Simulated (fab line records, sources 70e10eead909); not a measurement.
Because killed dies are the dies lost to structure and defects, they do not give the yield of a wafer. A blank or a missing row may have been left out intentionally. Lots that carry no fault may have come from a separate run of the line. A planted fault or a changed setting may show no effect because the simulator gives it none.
A struck lot beside a sound one    flow nandHarc    43 steps out of a route of 1159
Sound: these wafers, L210.3, L210.5, L210.6. The struck wafers were L225.1, L225.4, L225.5. At the end, the cause is stated.
For every step that has rows: the tool of each side, followed by ch and its chambers, followed by its first start. Under that, the readings that differ: sound wafers    struck wafers    difference of the means    sigmas: that difference in standard deviations of wafers without a fault.
alike: readings whose means differ by less than 2 such deviations, and words and numbers that are the same on both sides. not compared: withheld readings, readings that some wafer has no value for, bounds like >300 that may hide the same value, and numbers for which the record gives no deviation and whose values overlap.
A row with sigmas, a row that says differs or no value, or rows on one side alone: a step with any of these is where the two part. When numbers do not overlap yet have no deviation, they are printed without sigmas and do not part them. A reading missing from all wafers of one side parts the sides only when that side holds two or more wafers.

first, 2 steps without rows for these wafers: NHARC_P_STI_PRECLEAN_32 (cleans in SC1); NHARC_P_STI_SRD_23.
NHARC_P_STI_OCD_MEAS_43:
  sound on ocd-02 at day 3 09:04; struck on ocd-01 at day 7 00:26
  alike: trenchDepthNm, trenchFootCdNm
then, 3 steps without rows for these wafers: NHARC_P_STI_OXIDE_33 (material SiO2, target thk 10 nm, ox time 281 s); NHARC_P_STI_HDPCVD_20 (deposits SiO2); NHARC_P_STI_ANNEAL_34 (time 1800 s).
NHARC_P_STI_CMP_21: polishes, t overpolish 20 s, target thk 380.67 nm.
  sound on cmp-02 ch 0,1,3, day 4 04:15; struck on cmp-01 ch 2,3, day 7 15:14
  alike: motorCurrentA, overpolishRunS
  not compared: padLifeWafers
then, 4 steps without rows for these wafers: NHARC_P_STI_SRD_35; NHARC_P_STI_ETCH_36 (etches SiO2 in dHF, target depth 38.8 nm); NHARC_P_STI_STRIP_24 (strips Si3N4 in H3PO4); NHARC_P_STI_ETCH_37 (etches SiO2 in dHF, target depth 11 nm).
NHARC_P_STI_PRECLEAN_38: cleans in SC1.
  sound on wetBench-05 ch 0,2,3, day 4 04:38; struck on wetBench-05 ch 0,2,7, day 7 15:40
  alike: bathGuardTempC
then, 2 steps without rows for these wafers: NHARC_P_STI_SRD_39; NHARC_P_STI_OXIDE_40 (material SiO2, target thk 10 nm, ox time 1362 s).
NHARC_P_STI_INSPECT_25:
  sound on defectInspect-01 at day 4 12:41; struck on defectInspect-01 at day 7 21:46
reading         sound        struck          difference  sigmas
rawDefectCount  292 368 234  1292 1253 1250  +967        +9
then, 12 steps without rows for these wafers: NHARC_P_GATE_ETCH_69 (etches SiO2 in dHF, target depth 14 nm); NHARC_P_GATE_PRECLEAN_70 (cleans in SC1); NHARC_P_GATE_SRD_01; NHARC_P_GATE_OXIDE_02 (material SiO2, target thk 37.5 nm, ox time 365 s); NHARC_P_GATE_DEHYDRATE_03 (time 120 s); NHARC_P_GATE_HMDS_04 (time 30 s); NHARC_P_GATE_COAT_05; NHARC_P_GATE_SOFTBAKE_06 (time 95 s); NHARC_P_GATE_EBR_07; NHARC_P_GATE_EXPOSE_08 (exposes mask P HV); NHARC_P_GATE_PEB_09 (peb time 85 s); NHARC_P_GATE_DEVELOP_10 (time 70 s).
NHARC_P_GATE_CD_MEAS_11: target cd 1640 nm.
  sound on cdSem-01 ch 0, day 4 21:04; struck on cdSem-03 ch 0, day 8 05:42
  alike: cdNm
then, 1 step without rows for these wafers: NHARC_P_GATE_HARDBAKE_12 (time 80 s).
NHARC_P_GATE_DESCUM_13: chemistry O2, time 3 s.
  sound on rieDiel-05 ch 0,1,2, day 4 21:15; struck on rieDiel-13 ch 0,1, day 8 05:52
  alike: chamberPressureMTorr, drypumpMotorCurrentA, oesProductAu, rfVppV, showerheadPlenumPTorr, throttleValvePct
  not compared: rfHoursCounterH
then, 6 steps without rows for these wafers: NHARC_P_GATE_ETCH_14 (etches SiO2 in dHF, target depth 48.8 nm); NHARC_P_GATE_STRIP_15 (strips in SPM, time 780 s); NHARC_P_GATE_PRECLEAN_71 (cleans in SC1); NHARC_P_GATE_SRD_72; NHARC_P_GATE_OXIDE_16 (material SiO2, target thk 3 nm, ox time 392 s); NHARC_P_GATE_CVD_17 (deposits poly-Si, target thk 150 nm, time 900 s).
NHARC_P_GATE_HM_DEP_102: deposits aC, target thk 120 nm.
  sound on aclDep-02 ch 0, day 5 11:58; struck on aclDep-02 ch 0, day 8 20:38
  alike: throttleValvePct
NHARC_P_GATE_DEP_103: deposits SiON, target thk 30 nm.
  sound on pecvd-01 ch 0,1,2, day 5 12:24; struck on pecvd-03 ch 0,1,2, day 8 21:18
  alike: heaterPowerW
then, 3 steps without rows for these wafers: NHARC_P_GATE_DEHYDRATE_18 (time 120 s); NHARC_P_GATE_HMDS_19 (time 30 s); NHARC_P_GATE_COAT_20 (resist thk 90 nm).
NHARC_P_GATE_INSPECT_28:
  sound on defectInspect-01 at day 5 13:13; struck on defectInspect-02 at day 8 22:06
reading         sound  struck          difference  sigmas
rawDefectCount  5 6 7  1023 1060 1069  +1045       +99 or more
-- record jumps: 14 days between struck wafers' starts before vs after; left off in module P_GATE, resumes in module END, first step shown is number 1159 of the route --
NHARC_END_SORT_01:
  sound on prober-02 ch 0, day 20 10:22; struck on prober-01 ch 0, day 23 06:28
reading            sound     struck     difference  sigmas
killedAtOther      0 1 0     4 4 1      +3          +3
killedAtPeriphery  5 2 3     105 51 47  +64         +27
killedDies         16 19 14  138 83 79  +84         +7
  alike: killedAtArray, killedOpen, killedShort

== WHERE THEY PART ==
Earliest at NHARC_P_STI_INSPECT_25; latest, in this record, at NHARC_END_SORT_01.

WHY: what the simulator had put in
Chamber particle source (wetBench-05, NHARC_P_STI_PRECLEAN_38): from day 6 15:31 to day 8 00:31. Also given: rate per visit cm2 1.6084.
